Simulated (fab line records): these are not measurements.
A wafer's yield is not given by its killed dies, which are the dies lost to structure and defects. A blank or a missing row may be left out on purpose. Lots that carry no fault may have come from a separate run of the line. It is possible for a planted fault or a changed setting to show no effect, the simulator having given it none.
fab line records :: flow nand_harc :: part 2 of 2: steps 25 to 31 of 31
[record]
  lots = 5
  wafers = 15
  last_day = 26
route steps=1159 shown A_CHANNEL_FILL_D1@499 A_STAIRCASE@519
lots that met no fault: taken from a fault-free run of the same line
start_h: hours from the record's opening day to when the first of the lot's shown wafers began :: wait_h: hours since the lot's step before :: " identical to the entry in the row above :: L1.1+2: a single row standing in for several wafers :: - no value, or no start was given :: * or withheld: withheld :: < > ~ a bound
route shown NAME@n: a module of which the file shows steps, and the number in the route of the first :: usual: mean/standard deviation taken from wafers without a fault :: same: alike in all rows :: chamber/n: place in a boat :: sites: readings site by site :: _std_site: standard deviation across them :: _edge_site: inner sites' mean taken away from outer sites' mean :: radius_mm: for every site, how far away it sits from the centre of the wafer :: mask NAME#n: copy n :: behind: the most recent tool/chamber to have shaped the wafer :: hold: reason for holding the lot/hours on hold/outcome of the hold :: device: whichever transistor did not switch (one of n, p or np) :: end of line: the tests these same wafers got at the end of their route :: a step without rows: its recipe alone :: killed: the dies lost at the first sort to structure and to defects; this is not the yield of the wafer :: map: a wafer's dies, marking killed ones x, the rest . and places with no die _
set.NAME: setting as actually run; set.NAME@STEP: the setting as run at that earlier step :: model.NAME: the simulator's own value behind a step, which no gauge read
lots seen at some steps along the route; tables by step, rows by wafer
services: a tool's chamber out of use, with start hour (start_h, from the record's first day; less than 0 if before it), hours out, and reason
[[steps]]
[step NHARC_A_STAIRCASE_PEB_164]
[recipe]
  peb_temp_c = 115
  peb_time_s = 130
[usual]
  resist_line_temp_C = 23.01/0.11
lot.wafer: L074.2
tool: litho_track-05
chamber: 0
start_h: 236.59
wait_h: 0.1
resist_line_temp_C: 23.15

lot.wafer: L074.4
tool: litho_track-05
chamber: 0
start_h: 236.59
wait_h: 0.1
resist_line_temp_C: 23.07

lot.wafer: L074.5
tool: litho_track-05
chamber: 0
start_h: 236.59
wait_h: 0.1
resist_line_temp_C: 23.16

lot.wafer: L076.2
tool: litho_track-03
chamber: 0
start_h: 243.31
wait_h: 0.1
resist_line_temp_C: 23.04

lot.wafer: L076.4
tool: litho_track-03
chamber: 0
start_h: 243.31
wait_h: 0.1
resist_line_temp_C: 23.05

lot.wafer: L076.5
tool: litho_track-03
chamber: 0
start_h: 243.31
wait_h: 0.1
resist_line_temp_C: 23.11

lot.wafer: L083.2
tool: litho_track-07
chamber: 0
start_h: 287.60
wait_h: 0.1
resist_line_temp_C: 23.03

lot.wafer: L083.4
tool: litho_track-07
chamber: 0
start_h: 287.60
wait_h: 0.1
resist_line_temp_C: 23.06

lot.wafer: L083.6
tool: litho_track-07
chamber: 0
start_h: 287.60
wait_h: 0.1
resist_line_temp_C: 22.84

lot.wafer: L095.3
tool: litho_track-05
chamber: 0
start_h: 353.57
wait_h: 0.1
resist_line_temp_C: 23.03

lot.wafer: L095.5
tool: litho_track-05
chamber: 0
start_h: 353.57
wait_h: 0.1
resist_line_temp_C: 22.93

lot.wafer: L095.6
tool: litho_track-05
chamber: 0
start_h: 353.57
wait_h: 0.1
resist_line_temp_C: 23.03

lot.wafer: L096.1
tool: litho_track-05
chamber: 0
start_h: 365.05
wait_h: 0.1
resist_line_temp_C: 22.91

lot.wafer: L096.2
tool: litho_track-05
chamber: 0
start_h: 365.05
wait_h: 0.1
resist_line_temp_C: 22.95

lot.wafer: L096.4
tool: litho_track-05
chamber: 0
start_h: 365.05
wait_h: 0.1
resist_line_temp_C: 22.97
[step NHARC_A_STAIRCASE_DEVELOP_165]
[recipe]
  time_s = 140
[usual]
  resist_line_temp_C = 23.01/0.11
lot.wafer: L074.2
tool: litho_track-05
chamber: 0
start_h: -
wait_h: -
resist_line_temp_C: 22.92

lot.wafer: L074.4
tool: litho_track-05
chamber: 0
start_h: -
wait_h: -
resist_line_temp_C: 22.96

lot.wafer: L074.5
tool: litho_track-05
chamber: 0
start_h: -
wait_h: -
resist_line_temp_C: 23.04

lot.wafer: L076.2
tool: litho_track-03
chamber: 0
start_h: -
wait_h: -
resist_line_temp_C: 23.21

lot.wafer: L076.4
tool: litho_track-03
chamber: 0
start_h: -
wait_h: -
resist_line_temp_C: 22.96

lot.wafer: L076.5
tool: litho_track-03
chamber: 0
start_h: -
wait_h: -
resist_line_temp_C: 23.16

lot.wafer: L083.2
tool: litho_track-07
chamber: 0
start_h: -
wait_h: -
resist_line_temp_C: 23.16

lot.wafer: L083.4
tool: litho_track-07
chamber: 0
start_h: -
wait_h: -
resist_line_temp_C: 23.06

lot.wafer: L083.6
tool: litho_track-07
chamber: 0
start_h: -
wait_h: -
resist_line_temp_C: 23.15

lot.wafer: L095.3
tool: litho_track-05
chamber: 0
start_h: -
wait_h: -
resist_line_temp_C: 22.93

lot.wafer: L095.5
tool: litho_track-05
chamber: 0
start_h: -
wait_h: -
resist_line_temp_C: 22.99

lot.wafer: L095.6
tool: litho_track-05
chamber: 0
start_h: -
wait_h: -
resist_line_temp_C: 22.93

lot.wafer: L096.1
tool: litho_track-05
chamber: 0
start_h: -
wait_h: -
resist_line_temp_C: 23.04

lot.wafer: L096.2
tool: litho_track-05
chamber: 0
start_h: -
wait_h: -
resist_line_temp_C: 23.06

lot.wafer: L096.4
tool: litho_track-05
chamber: 0
start_h: -
wait_h: -
resist_line_temp_C: 23.03
[step NHARC_A_STAIRCASE_HARDBAKE_167]
[recipe]
  temp_c = 120
  time_s = 140
[usual]
  resist_line_temp_C = 23.01/0.1
lot.wafer: L074.2
tool: litho_track-07
chamber: 0
start_h: 236.82
wait_h: -
resist_line_temp_C: 22.99

lot.wafer: L074.4
tool: litho_track-07
chamber: 0
start_h: 236.82
wait_h: -
resist_line_temp_C: 22.97

lot.wafer: L074.5
tool: litho_track-07
chamber: 0
start_h: 236.82
wait_h: -
resist_line_temp_C: 22.93

lot.wafer: L076.2
tool: litho_track-07
chamber: 0
start_h: 243.54
wait_h: -
resist_line_temp_C: 23.18

lot.wafer: L076.4
tool: litho_track-07
chamber: 0
start_h: 243.54
wait_h: -
resist_line_temp_C: 23.10

lot.wafer: L076.5
tool: litho_track-07
chamber: 0
start_h: 243.54
wait_h: -
resist_line_temp_C: 23.00

lot.wafer: L083.2
tool: litho_track-03
chamber: 0
start_h: 287.83
wait_h: -
resist_line_temp_C: 23.07

lot.wafer: L083.4
tool: litho_track-03
chamber: 0
start_h: 287.83
wait_h: -
resist_line_temp_C: 23.02

lot.wafer: L083.6
tool: litho_track-03
chamber: 0
start_h: 287.83
wait_h: -
resist_line_temp_C: 23.14

lot.wafer: L095.3
tool: litho_track-03
chamber: 0
start_h: 353.80
wait_h: -
resist_line_temp_C: 22.91

lot.wafer: L095.5
tool: litho_track-03
chamber: 0
start_h: 353.80
wait_h: -
resist_line_temp_C: 22.93

lot.wafer: L095.6
tool: litho_track-03
chamber: 0
start_h: 353.80
wait_h: -
resist_line_temp_C: 23.03

lot.wafer: L096.1
tool: litho_track-03
chamber: 0
start_h: 365.27
wait_h: -
resist_line_temp_C: 22.99

lot.wafer: L096.2
tool: litho_track-03
chamber: 0
start_h: 365.27
wait_h: -
resist_line_temp_C: 23.20

lot.wafer: L096.4
tool: litho_track-03
chamber: 0
start_h: 365.27
wait_h: -
resist_line_temp_C: 23.25
[step NHARC_A_STAIRCASE_DESCUM_168]
[recipe]
  time_s = 3
  o2_flow_sccm = 200
  ar_flow_sccm = 0
  bias_power_w = 0
  chemistry = O2
[usual]
  drypump_motor_current_A = 5.9/0.5
  o2_flow_sccm = 200.0/0.59
  oes_product_au = 1.002/0.01
  rf_vpp_V = 57.9/0.98
  showerhead_plenum_p_Torr = 1.94/0.076
  throttle_valve_pct = 11.310/0.0089
[same]
  bias_power_w = 0
lot.wafer: L074.4
tool: rie_diel-12
chamber: 3
start_h: 236.91
wait_h: -
drypump_motor_current_A: 6.0
o2_flow_sccm: 200.7
oes_product_au: 0.994
rf_hours_counter_h: 11
rf_vpp_V: 57.8
showerhead_plenum_p_Torr: 1.97
throttle_valve_pct: 11.314

lot.wafer: L074.2
tool: rie_diel-12
chamber: 0
start_h: 236.91
wait_h: -
drypump_motor_current_A: 5.7
o2_flow_sccm: 201.5
oes_product_au: 1.015
rf_hours_counter_h: 12
rf_vpp_V: 56.4
showerhead_plenum_p_Torr: 1.90
throttle_valve_pct: 11.320

lot.wafer: L074.5
tool: rie_diel-12
chamber: 3
start_h: 236.91
wait_h: -
drypump_motor_current_A: 6.0
o2_flow_sccm: 200.2
oes_product_au: 0.984
rf_hours_counter_h: -
rf_vpp_V: 58.1
showerhead_plenum_p_Torr: 1.97
throttle_valve_pct: 11.306

lot.wafer: L076.4
tool: rie_diel-11
chamber: 3
start_h: 243.63
wait_h: -
drypump_motor_current_A: 6.6
o2_flow_sccm: 199.3
oes_product_au: 1.012
rf_hours_counter_h: 17
rf_vpp_V: 56.1
showerhead_plenum_p_Torr: 1.97
throttle_valve_pct: 11.309

lot.wafer: L076.2
tool: rie_diel-11
chamber: 0
start_h: 243.63
wait_h: -
drypump_motor_current_A: 5.9
o2_flow_sccm: 200.0
oes_product_au: 1.016
rf_hours_counter_h: 17
rf_vpp_V: 58.9
showerhead_plenum_p_Torr: 1.94
throttle_valve_pct: 11.297

lot.wafer: L076.5
tool: rie_diel-11
chamber: 2
start_h: 243.63
wait_h: -
drypump_motor_current_A: 5.5
o2_flow_sccm: 199.5
oes_product_au: 1.012
rf_hours_counter_h: -
rf_vpp_V: 57.1
showerhead_plenum_p_Torr: 1.78
throttle_valve_pct: 11.309

lot.wafer: L083.4
tool: rie_diel-12
chamber: 0
start_h: 287.93
wait_h: -
drypump_motor_current_A: 5.7
o2_flow_sccm: 199.5
oes_product_au: 1.014
rf_hours_counter_h: 30
rf_vpp_V: 59.1
showerhead_plenum_p_Torr: 1.90
throttle_valve_pct: 11.299

lot.wafer: L083.2
tool: rie_diel-12
chamber: 1
start_h: 287.93
wait_h: -
drypump_motor_current_A: 5.9
o2_flow_sccm: 200.4
oes_product_au: 0.994
rf_hours_counter_h: 29
rf_vpp_V: 58.5
showerhead_plenum_p_Torr: 1.97
throttle_valve_pct: 11.301

lot.wafer: L083.6
tool: rie_diel-12
chamber: 2
start_h: 287.93
wait_h: -
drypump_motor_current_A: 6.2
o2_flow_sccm: 199.7
oes_product_au: 0.991
rf_hours_counter_h: -
rf_vpp_V: 60.2
showerhead_plenum_p_Torr: 2.02
throttle_valve_pct: 11.321

lot.wafer: L095.3
tool: rie_diel-12
chamber: 1
start_h: 353.88
wait_h: -
drypump_motor_current_A: 5.9
o2_flow_sccm: 199.2
oes_product_au: 0.994
rf_hours_counter_h: 50
rf_vpp_V: 57.8
showerhead_plenum_p_Torr: 1.97
throttle_valve_pct: 11.309

lot.wafer: L095.6
tool: rie_diel-12
chamber: 1
start_h: 353.88
wait_h: -
drypump_motor_current_A: 5.9
o2_flow_sccm: 200.4
oes_product_au: 1.005
rf_hours_counter_h: -
rf_vpp_V: 59.2
showerhead_plenum_p_Torr: 1.97
throttle_valve_pct: 11.302

lot.wafer: L095.5
tool: rie_diel-12
chamber: 2
start_h: 353.88
wait_h: -
drypump_motor_current_A: 6.2
o2_flow_sccm: 200.1
oes_product_au: 0.999
rf_hours_counter_h: -
rf_vpp_V: 59.9
showerhead_plenum_p_Torr: 2.01
throttle_valve_pct: 11.301

lot.wafer: L096.4
tool: rie_diel-07
chamber: 0
start_h: 365.36
wait_h: -
drypump_motor_current_A: 6.7
o2_flow_sccm: 200.4
oes_product_au: 0.997
rf_hours_counter_h: 47
rf_vpp_V: 57.6
showerhead_plenum_p_Torr: 1.84
throttle_valve_pct: 11.314

lot.wafer: L096.1
tool: rie_diel-07
chamber: 1
start_h: 365.36
wait_h: -
drypump_motor_current_A: 4.7
o2_flow_sccm: 199.4
oes_product_au: 1.008
rf_hours_counter_h: 48
rf_vpp_V: 57.4
showerhead_plenum_p_Torr: 1.85
throttle_valve_pct: 11.317

lot.wafer: L096.2
tool: rie_diel-07
chamber: 3
start_h: 365.36
wait_h: -
drypump_motor_current_A: 5.5
o2_flow_sccm: 200.0
oes_product_au: 1.004
rf_hours_counter_h: 43
rf_vpp_V: 58.0
showerhead_plenum_p_Torr: 2.04
throttle_valve_pct: 11.326
[step NHARC_A_STAIRCASE_ETCH_169]
[recipe]
  target_depth_a = 500
  time_s = 107.1
  ion_energy_ev = 120
  ch3f_flow_sccm = 50
  o2_flow_sccm = 30
  ar_flow_sccm = 200
  rf_w = 500
  bias_w = 100
  chemistry = CH3F/O2
[usual]
  drypump_motor_current_A = 5.9/0.51
  o2_flow_sccm = 30.00/0.091
  oes_product_au = 0.952/0.019
  rf_vpp_V = 244.7/1.5
  showerhead_plenum_p_Torr = 2.48/0.094
  throttle_valve_pct = 20.663/0.0095
lot.wafer: L074.2
tool: rie_diel-12
chamber: 3
start_h: 237.00
wait_h: 0.1
drypump_motor_current_A: 6.0
o2_flow_sccm: 29.91
oes_product_au: 0.940
rf_hours_counter_h: 11
rf_vpp_V: 246.1
showerhead_plenum_p_Torr: 2.53
throttle_valve_pct: 20.681

lot.wafer: L074.4
tool: rie_diel-12
chamber: 0
start_h: 237.00
wait_h: 0.1
drypump_motor_current_A: 5.7
o2_flow_sccm: 29.92
oes_product_au: 0.944
rf_hours_counter_h: 12
rf_vpp_V: 243.0
showerhead_plenum_p_Torr: 2.44
throttle_valve_pct: 20.675

lot.wafer: L074.5
tool: rie_diel-12
chamber: 3
start_h: 237.00
wait_h: 0.1
drypump_motor_current_A: 6.0
o2_flow_sccm: 30.02
oes_product_au: 0.929
rf_hours_counter_h: -
rf_vpp_V: 245.9
showerhead_plenum_p_Torr: 2.53
throttle_valve_pct: 20.677

lot.wafer: L076.4
tool: rie_diel-11
chamber: 2
start_h: 243.71
wait_h: 0.1
drypump_motor_current_A: 5.5
o2_flow_sccm: 29.88
oes_product_au: 0.963
rf_hours_counter_h: 16
rf_vpp_V: 242.2
showerhead_plenum_p_Torr: 2.29
throttle_valve_pct: 20.666

lot.wafer: L076.2
tool: rie_diel-11
chamber: 3
start_h: 243.71
wait_h: 0.1
drypump_motor_current_A: 6.6
o2_flow_sccm: 30.02
oes_product_au: 0.963
rf_hours_counter_h: 17
rf_vpp_V: 244.4
showerhead_plenum_p_Torr: 2.53
throttle_valve_pct: 20.651

lot.wafer: L076.5
tool: rie_diel-11
chamber: 3
start_h: 243.71
wait_h: 0.1
drypump_motor_current_A: 6.6
o2_flow_sccm: 29.97
oes_product_au: 0.968
rf_hours_counter_h: -
rf_vpp_V: 247.9
showerhead_plenum_p_Torr: 2.53
throttle_valve_pct: 20.660

lot.wafer: L083.4
tool: rie_diel-12
chamber: 3
start_h: 288.00
wait_h: 0.1
drypump_motor_current_A: 6.0
o2_flow_sccm: 30.24
oes_product_au: 0.956
rf_hours_counter_h: 27
rf_vpp_V: 246.6
showerhead_plenum_p_Torr: 2.53
throttle_valve_pct: 20.655

lot.wafer: L083.2
tool: rie_diel-12
chamber: 2
start_h: 288.00
wait_h: 0.1
drypump_motor_current_A: 6.2
o2_flow_sccm: 29.97
oes_product_au: 0.947
rf_hours_counter_h: 25
rf_vpp_V: 245.8
showerhead_plenum_p_Torr: 2.59
throttle_valve_pct: 20.669

lot.wafer: L083.6
tool: rie_diel-12
chamber: 3
start_h: 288.00
wait_h: 0.1
drypump_motor_current_A: 6.0
o2_flow_sccm: 30.07
oes_product_au: 0.949
rf_hours_counter_h: -
rf_vpp_V: 245.2
showerhead_plenum_p_Torr: 2.53
throttle_valve_pct: 20.680

lot.wafer: L095.3
tool: rie_diel-12
chamber: 1
start_h: 353.97
wait_h: 0.1
drypump_motor_current_A: 5.9
o2_flow_sccm: 29.98
oes_product_au: 0.936
rf_hours_counter_h: 50
rf_vpp_V: 245.9
showerhead_plenum_p_Torr: 2.52
throttle_valve_pct: 20.657

lot.wafer: L095.5
tool: rie_diel-12
chamber: 1
start_h: 353.97
wait_h: 0.1
drypump_motor_current_A: 5.9
o2_flow_sccm: 29.81
oes_product_au: 0.930
rf_hours_counter_h: -
rf_vpp_V: 246.7
showerhead_plenum_p_Torr: 2.52
throttle_valve_pct: 20.674

lot.wafer: L095.6
tool: rie_diel-12
chamber: 2
start_h: 353.97
wait_h: 0.1
drypump_motor_current_A: 6.2
o2_flow_sccm: 29.99
oes_product_au: 0.923
rf_hours_counter_h: -
rf_vpp_V: 245.1
showerhead_plenum_p_Torr: 2.58
throttle_valve_pct: 20.680

lot.wafer: L096.4
tool: rie_diel-07
chamber: 3
start_h: 365.44
wait_h: 0.1
drypump_motor_current_A: 5.6
o2_flow_sccm: 29.97
oes_product_au: 0.926
rf_hours_counter_h: 43
rf_vpp_V: 245.8
showerhead_plenum_p_Torr: 2.62
throttle_valve_pct: 20.657

lot.wafer: L096.1
tool: rie_diel-07
chamber: 0
start_h: 365.44
wait_h: 0.1
drypump_motor_current_A: 6.7
o2_flow_sccm: 29.97
oes_product_au: 0.923
rf_hours_counter_h: 47
rf_vpp_V: 244.5
showerhead_plenum_p_Torr: 2.36
throttle_valve_pct: 20.663

lot.wafer: L096.2
tool: rie_diel-07
chamber: 1
start_h: 365.44
wait_h: 0.1
drypump_motor_current_A: 4.7
o2_flow_sccm: 30.00
oes_product_au: 0.932
rf_hours_counter_h: 48
rf_vpp_V: 244.2
showerhead_plenum_p_Torr: 2.38
throttle_valve_pct: 20.666
[step NHARC_A_STAIRCASE_ETCH_170]
[recipe]
  target_depth_a = 2000
  time_s = 66.667
  ion_energy_ev = 250
  c4f6_flow_sccm = 25
  o2_flow_sccm = 20
  ar_flow_sccm = 500
  rf_w = 600
  bias_w = 500
  chemistry = C4F6/O2
[usual]
  c4f6_flow_sccm = 25.00/0.071
  drypump_motor_current_A = 5.9/0.49
  o2_flow_sccm = 20.00/0.063
  oes_product_au = 0.972/0.015
  rf_vpp_V = 548/3
  showerhead_plenum_p_Torr = 3.97/0.14
  throttle_valve_pct = 26.903/0.0094
lot.wafer: L074.4
tool: rie_diel-12
chamber: 1
start_h: -
wait_h: -
c4f6_flow_sccm: 25.04
drypump_motor_current_A: 5.9
o2_flow_sccm: 19.99
oes_product_au: 0.966
rf_hours_counter_h: 11
rf_vpp_V: 550
showerhead_plenum_p_Torr: 4.05
throttle_valve_pct: 26.886

lot.wafer: L074.2
tool: rie_diel-12
chamber: 0
start_h: -
wait_h: -
c4f6_flow_sccm: 25.00
drypump_motor_current_A: 5.7
o2_flow_sccm: 19.95
oes_product_au: 0.967
rf_hours_counter_h: 12
rf_vpp_V: 546
showerhead_plenum_p_Torr: 3.90
throttle_valve_pct: 26.906

lot.wafer: L074.5
tool: rie_diel-12
chamber: 1
start_h: -
wait_h: -
c4f6_flow_sccm: 25.12
drypump_motor_current_A: 5.9
o2_flow_sccm: 19.91
oes_product_au: 0.951
rf_hours_counter_h: -
rf_vpp_V: 549
showerhead_plenum_p_Torr: 4.05
throttle_valve_pct: 26.905

lot.wafer: L076.4
tool: rie_diel-11
chamber: 3
start_h: -
wait_h: -
c4f6_flow_sccm: 25.10
drypump_motor_current_A: 6.6
o2_flow_sccm: 20.10
oes_product_au: 0.981
rf_hours_counter_h: 17
rf_vpp_V: 548
showerhead_plenum_p_Torr: 4.03
throttle_valve_pct: 26.890

lot.wafer: L076.2
tool: rie_diel-11
chamber: 0
start_h: -
wait_h: -
c4f6_flow_sccm: 24.97
drypump_motor_current_A: 5.8
o2_flow_sccm: 20.04
oes_product_au: 0.986
rf_hours_counter_h: 17
rf_vpp_V: 549
showerhead_plenum_p_Torr: 3.98
throttle_valve_pct: 26.894

lot.wafer: L076.5
tool: rie_diel-11
chamber: 3
start_h: -
wait_h: -
c4f6_flow_sccm: 24.95
drypump_motor_current_A: 6.6
o2_flow_sccm: 20.12
oes_product_au: 0.977
rf_hours_counter_h: -
rf_vpp_V: 551
showerhead_plenum_p_Torr: 4.03
throttle_valve_pct: 26.908

lot.wafer: L083.2
tool: rie_diel-12
chamber: 2
start_h: -
wait_h: -
c4f6_flow_sccm: 24.97
drypump_motor_current_A: 6.2
o2_flow_sccm: 20.02
oes_product_au: 0.966
rf_hours_counter_h: 25
rf_vpp_V: 551
showerhead_plenum_p_Torr: 4.12
throttle_valve_pct: 26.904

lot.wafer: L083.4
tool: rie_diel-12
chamber: 3
start_h: -
wait_h: -
c4f6_flow_sccm: 24.92
drypump_motor_current_A: 6.0
o2_flow_sccm: 20.14
oes_product_au: 0.982
rf_hours_counter_h: 27
rf_vpp_V: 550
showerhead_plenum_p_Torr: 4.02
throttle_valve_pct: 26.907

lot.wafer: L083.6
tool: rie_diel-12
chamber: 0
start_h: -
wait_h: -
c4f6_flow_sccm: 24.99
drypump_motor_current_A: 5.7
o2_flow_sccm: 20.10
oes_product_au: 1.002
rf_hours_counter_h: -
rf_vpp_V: 546
showerhead_plenum_p_Torr: 3.89
throttle_valve_pct: 26.913

lot.wafer: L095.3
tool: rie_diel-12
chamber: 1
start_h: -
wait_h: -
c4f6_flow_sccm: 25.05
drypump_motor_current_A: 5.9
o2_flow_sccm: 20.01
oes_product_au: 0.945
rf_hours_counter_h: 50
rf_vpp_V: 548
showerhead_plenum_p_Torr: 4.02
throttle_valve_pct: 26.909

lot.wafer: L095.6
tool: rie_diel-12
chamber: 0
start_h: -
wait_h: -
c4f6_flow_sccm: 24.87
drypump_motor_current_A: 5.7
o2_flow_sccm: 19.94
oes_product_au: 0.951
rf_hours_counter_h: -
rf_vpp_V: 546
showerhead_plenum_p_Torr: 3.88
throttle_valve_pct: 26.914

lot.wafer: L095.5
tool: rie_diel-12
chamber: 1
start_h: -
wait_h: -
c4f6_flow_sccm: 25.00
drypump_motor_current_A: 5.9
o2_flow_sccm: 20.00
oes_product_au: 0.955
rf_hours_counter_h: -
rf_vpp_V: 547
showerhead_plenum_p_Torr: 4.02
throttle_valve_pct: 26.884

lot.wafer: L096.4
tool: rie_diel-07
chamber: 1
start_h: -
wait_h: -
c4f6_flow_sccm: 24.92
drypump_motor_current_A: 4.8
o2_flow_sccm: 19.92
oes_product_au: 0.946
rf_hours_counter_h: 48
rf_vpp_V: 544
showerhead_plenum_p_Torr: 3.80
throttle_valve_pct: 26.915

lot.wafer: L096.1
tool: rie_diel-07
chamber: 2
start_h: -
wait_h: -
c4f6_flow_sccm: 24.90
drypump_motor_current_A: 6.0
o2_flow_sccm: 19.92
oes_product_au: 0.957
rf_hours_counter_h: 43
rf_vpp_V: 549
showerhead_plenum_p_Torr: 4.08
throttle_valve_pct: 26.897

lot.wafer: L096.2
tool: rie_diel-07
chamber: 3
start_h: -
wait_h: -
c4f6_flow_sccm: 24.99
drypump_motor_current_A: 5.6
o2_flow_sccm: 19.98
oes_product_au: 0.969
rf_hours_counter_h: 43
rf_vpp_V: 553
showerhead_plenum_p_Torr: 4.16
throttle_valve_pct: 26.905
[step NHARC_A_STAIRCASE_STRIP_171]
[recipe]
  power_w = 1500
  temp_c = 250
  chemistry = O2
[usual]
  drypump_motor_current_A = 5.9/0.4
  heater_power_w = 314/33
  rf_refl_power_W = 24/6.8
lot.wafer: L074.2
tool: plasma_asher-01
chamber: 0
start_h: 237.24
wait_h: -
drypump_motor_current_A: 5.3
heater_power_w: 323
rf_hours_counter_h: 23
rf_refl_power_W: -

lot.wafer: L074.4
tool: plasma_asher-01
chamber: 0
start_h: 237.24
wait_h: -
drypump_motor_current_A: 5.3
heater_power_w: 321
rf_hours_counter_h: -
rf_refl_power_W: -

lot.wafer: L074.5
tool: plasma_asher-01
chamber: 0
start_h: 237.24
wait_h: -
drypump_motor_current_A: 5.2
heater_power_w: 321
rf_hours_counter_h: -
rf_refl_power_W: -

lot.wafer: L076.2
tool: plasma_asher-01
chamber: 1
start_h: 244.01
wait_h: -
drypump_motor_current_A: 5.9
heater_power_w: 352
rf_hours_counter_h: 25
rf_refl_power_W: 15

lot.wafer: L076.4
tool: plasma_asher-01
chamber: 1
start_h: 244.01
wait_h: -
drypump_motor_current_A: 6.0
heater_power_w: 349
rf_hours_counter_h: -
rf_refl_power_W: 15

lot.wafer: L076.5
tool: plasma_asher-01
chamber: 1
start_h: 244.01
wait_h: -
drypump_motor_current_A: 5.9
heater_power_w: 354
rf_hours_counter_h: -
rf_refl_power_W: 15

lot.wafer: L083.2
tool: plasma_asher-02
chamber: 0
start_h: 288.29
wait_h: -
drypump_motor_current_A: 6.2
heater_power_w: 314
rf_hours_counter_h: 33
rf_refl_power_W: 29

lot.wafer: L083.4
tool: plasma_asher-02
chamber: 0
start_h: 288.29
wait_h: -
drypump_motor_current_A: 6.2
heater_power_w: 314
rf_hours_counter_h: -
rf_refl_power_W: 28

lot.wafer: L083.6
tool: plasma_asher-02
chamber: 0
start_h: 288.29
wait_h: -
drypump_motor_current_A: 6.2
heater_power_w: 320
rf_hours_counter_h: -
rf_refl_power_W: 28

lot.wafer: L095.3
tool: plasma_asher-02
chamber: 1
start_h: 354.29
wait_h: -
drypump_motor_current_A: 6.2
heater_power_w: 253
rf_hours_counter_h: -
rf_refl_power_W: 22

lot.wafer: L095.6
tool: plasma_asher-02
chamber: 1
start_h: 354.29
wait_h: -
drypump_motor_current_A: 6.3
heater_power_w: 251
rf_hours_counter_h: -
rf_refl_power_W: 21

lot.wafer: L095.5
tool: plasma_asher-02
chamber: 0
start_h: 354.29
wait_h: -
drypump_motor_current_A: 6.2
heater_power_w: 308
rf_hours_counter_h: -
rf_refl_power_W: 29

lot.wafer: L096.2
tool: plasma_asher-01
chamber: 0
start_h: 366.75
wait_h: -
drypump_motor_current_A: 5.2
heater_power_w: 328
rf_hours_counter_h: 28
rf_refl_power_W: 31

lot.wafer: L096.1
tool: plasma_asher-01
chamber: 1
start_h: 366.75
wait_h: -
drypump_motor_current_A: 5.9
heater_power_w: 342
rf_hours_counter_h: 28
rf_refl_power_W: 16

lot.wafer: L096.4
tool: plasma_asher-01
chamber: 1
start_h: 366.75
wait_h: -
drypump_motor_current_A: 5.9
heater_power_w: 342
rf_hours_counter_h: -
rf_refl_power_W: 15
[[services]]
tool: litho_track-07
chamber: -
start_h: 189.00
hours: 7.0
kind: pm

tool: rie_diel-11
chamber: -
start_h: 189.54
hours: 9.0
kind: pm

tool: krf_scanner-03
chamber: -
start_h: 192.13
hours: 0.7
kind: repair

tool: rie_diel-03
chamber: -
start_h: 198.44
hours: 2.1
kind: repair

tool: rie_diel-07
chamber: 3
start_h: 199.25
hours: 7.7
kind: repair

tool: rie_si-06
chamber: 0
start_h: 200.64
hours: 7.2
kind: repair

tool: rie_diel-12
chamber: -
start_h: 202.45
hours: 9.0
kind: pm

tool: litho_track-03
chamber: -
start_h: 213.00
hours: 7.0
kind: pm

tool: wet_bench-01
chamber: -
start_h: 213.60
hours: 8.0
kind: pm

tool: rie_diel-03
chamber: 0
start_h: 215.06
hours: 3.3
kind: repair

tool: rie_diel-03
chamber: -
start_h: 215.32
hours: 9.0
kind: pm

tool: pecvd-03
chamber: 0
start_h: 221.68
hours: 15.8
kind: repair

tool: rie_diel-07
chamber: -
start_h: 228.26
hours: 9.0
kind: pm

tool: litho_track-05
chamber: -
start_h: 237.01
hours: 7.0
kind: pm

tool: rie_diel-12
chamber: 3
start_h: 258.47
hours: 5.0
kind: repair

tool: rie_diel-02
chamber: 1
start_h: 260.49
hours: 3.6
kind: repair

tool: lpcvd_poly-04
chamber: -
start_h: 280.90
hours: 14.0
kind: repair

tool: wet_bench-09
chamber: -
start_h: 288.80
hours: 8.0
kind: pm

tool: wet_bench-06
chamber: -
start_h: 307.77
hours: 8.0
kind: pm

tool: lpcvd_poly-04
chamber: -
start_h: 314.00
hours: 26.0
kind: pm

tool: rie_diel-02
chamber: 3
start_h: 315.00
hours: 6.4
kind: repair

tool: rie_diel-02
chamber: -
start_h: 327.70
hours: 9.0
kind: pm

tool: rie_diel-03
chamber: 0
start_h: 329.59
hours: 14.0
kind: repair

tool: litho_track-07
chamber: -
start_h: 364.00
hours: 7.0
kind: pm
